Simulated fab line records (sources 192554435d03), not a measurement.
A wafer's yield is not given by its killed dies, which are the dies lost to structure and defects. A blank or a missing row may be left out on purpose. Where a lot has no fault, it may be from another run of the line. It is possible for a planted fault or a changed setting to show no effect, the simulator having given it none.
Split-lot experiment | flow n5 finfet | 39 wafers read across 7 lots, on a route 1938 steps long

## ON THE SPLIT
At N5_BEOL_M8_CVD_78 (deposits Co from CCTBA/H2, target thk 2 nm, time 142.3 s), the setting target thk a was moved away from the recipe's 20 angstrom on 15 of the 39 wafers read, by -54.9% to +34.1%. For the rest of the wafers, this setting stayed at what the recipe calls for.

The reading comes from the split's own step.

## THE READING
Co_of_BEOL_M8_CVD_78.thk nm (the simulator's own value, which no gauge read), in nm, at N5_BEOL_M8_CVD_78 (deposits Co from CCTBA/H2, target thk 2 nm, time 142.3 s). There is no usual value for it anywhere in the file. Average 2.0 nm, standard deviation 0.13 nm, over the 24 wafers here run with the recipe.

wafer  | tool, chamber at the split | target thk a as run, angstrom | against the recipe | Co_of_BEOL_M8_CVD_78.thk nm, nm | against lot-mates on the recipe
L075.1 | cvd co-02, 0,1,0           | 20                            | recipe             | 2.2                             | -
L075.3 | cvd co-02, 0,1,0           | 20                            | recipe             | 2.2                             | -
L075.4 | cvd co-02, 0,1,0           | 20                            | recipe             | 2.2                             | -
L078.1 | cvd co-01, 0,1             | 9.01                          | -54.9%             | 0.8                             | -1.0
L078.2 | cvd co-01, 0,1             | 9.01                          | -54.9%             | 0.8                             | -1.0
L078.3 | cvd co-01, 2,2,1           | 20                            | recipe             | 1.8                             | -
L078.4 | cvd co-01, 2,2,1           | 20                            | recipe             | 1.8                             | -
L078.6 | cvd co-01, 2,2,1           | 20                            | recipe             | 1.8                             | -
L078.5 | cvd co-01, 0               | 9.01                          | -54.9%             | 0.6                             | -1.2
L077.1 | cvd co-02, 1,2,0,2,1       | 20                            | recipe             | 2                               | -
L077.2 | cvd co-02, 1,2,0,2,1       | 20                            | recipe             | 2                               | -
L077.3 | cvd co-02, 1,2,0,2,1       | 20                            | recipe             | 2                               | -
L077.5 | cvd co-02, 1,2,0,2,1       | 20                            | recipe             | 2                               | -
L077.6 | cvd co-02, 1,2,0,2,1       | 20                            | recipe             | 2                               | -
L077.4 | cvd co-02, 0               | 20                            | recipe             | 2.2                             | -
L079.1 | cvd co-01, 0,2             | 10.47                         | -47.6%             | 0.8                             | -1.1
L079.2 | cvd co-01, 0,2             | 10.47                         | -47.6%             | 0.8                             | -1.1
L079.3 | cvd co-01, 1,0             | 20                            | recipe             | 1.8                             | -
L079.5 | cvd co-01, 1,0             | 20                            | recipe             | 1.8                             | -
L079.4 | cvd co-01, 1               | 20                            | recipe             | 2                               | -
L079.6 | cvd co-01, 2               | 10.47                         | -47.6%             | 1                               | -0.9
L082.1 | cvd co-02, 0,0,1           | 12.16                         | -39.2%             | 1.2                             | -0.8
L082.4 | cvd co-02, 0,0,1           | 12.16                         | -39.2%             | 1.2                             | -0.8
L082.6 | cvd co-02, 0,0,1           | 12.16                         | -39.2%             | 1.2                             | -0.8
L082.2 | cvd co-02, 1,2,2           | 20                            | recipe             | 2                               | -
L082.3 | cvd co-02, 1,2,2           | 20                            | recipe             | 2                               | -
L082.5 | cvd co-02, 1,2,2           | 20                            | recipe             | 2                               | -
L081.1 | cvd co-01, 0,0,1           | 15.22                         | -23.9%             | 1.4                             | -0.5
L081.4 | cvd co-01, 0,0,1           | 15.22                         | -23.9%             | 1.4                             | -0.5
L081.6 | cvd co-01, 0,0,1           | 15.22                         | -23.9%             | 1.4                             | -0.5
L081.2 | cvd co-01, 1,2             | 20                            | recipe             | 1.8                             | -
L081.3 | cvd co-01, 1,2             | 20                            | recipe             | 1.8                             | -
L081.5 | cvd co-01, 2               | 20                            | recipe             | 2                               | -
L084.1 | cvd co-02, 1,0             | 26.82                         | +34.1%             | 2.6                             | +0.6
L084.2 | cvd co-02, 1,0             | 26.82                         | +34.1%             | 2.6                             | +0.6
L084.3 | cvd co-02, 2,1,0           | 20                            | recipe             | 2                               | -
L084.5 | cvd co-02, 2,1,0           | 20                            | recipe             | 2                               | -
L084.6 | cvd co-02, 2,1,0           | 20                            | recipe             | 2                               | -
L084.4 | cvd co-02, 2               | 26.82                         | +34.1%             | 2.8                             | +0.8
If several chambers appear in one row, that row covers several wafers at once and the file leaves open which wafer was in which chamber.

THE FIT
A straight line over all 39 wafers: Co_of_BEOL_M8_CVD_78.thk nm changes by +0.0219 nm for each +1% of target thk a; r = +0.97; the points scatter about the line by 0.12 nm.
The same after taking each lot's own level away (the mean of its wafers on the recipe; 39 wafers): +0.02 nm for each +1%; r = +0.99; scatter 0.069 nm.
On that fit, the largest move of target thk a shifts the reading by 1.1 nm.
The lots' own levels span 1.80 to 2.20 nm, that is 3.0 times the standard deviation above.
Hence the lot-to-lot level has little effect on the slope; both slopes agree.
Check: -1.11 nm against its lot-mates is what the line predicts for one of the wafers moved furthest among these (-54.9%) when that wafer is left out of the fit. Against them it came out at -1 nm.

## FURTHER SPLITS ON THESE WAFERS
Note: prior to the reading, these wafers also went through further splits. Each is held against what the fit with the lots' levels taken away leaves over:
other split on the same wafers | wafers away from the commonest value | r with Co_of_BEOL_M8_CVD_78.thk nm (lot level and that fit taken away)
N5_BEOL_M8_ETCH_62 time s      | 9                                    | -0.12

## FILE'S OWN FIT
Co_of_BEOL_M8_CVD_78.thk nm changes by +0.02 nm for each +1% of target thk a, r = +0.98.
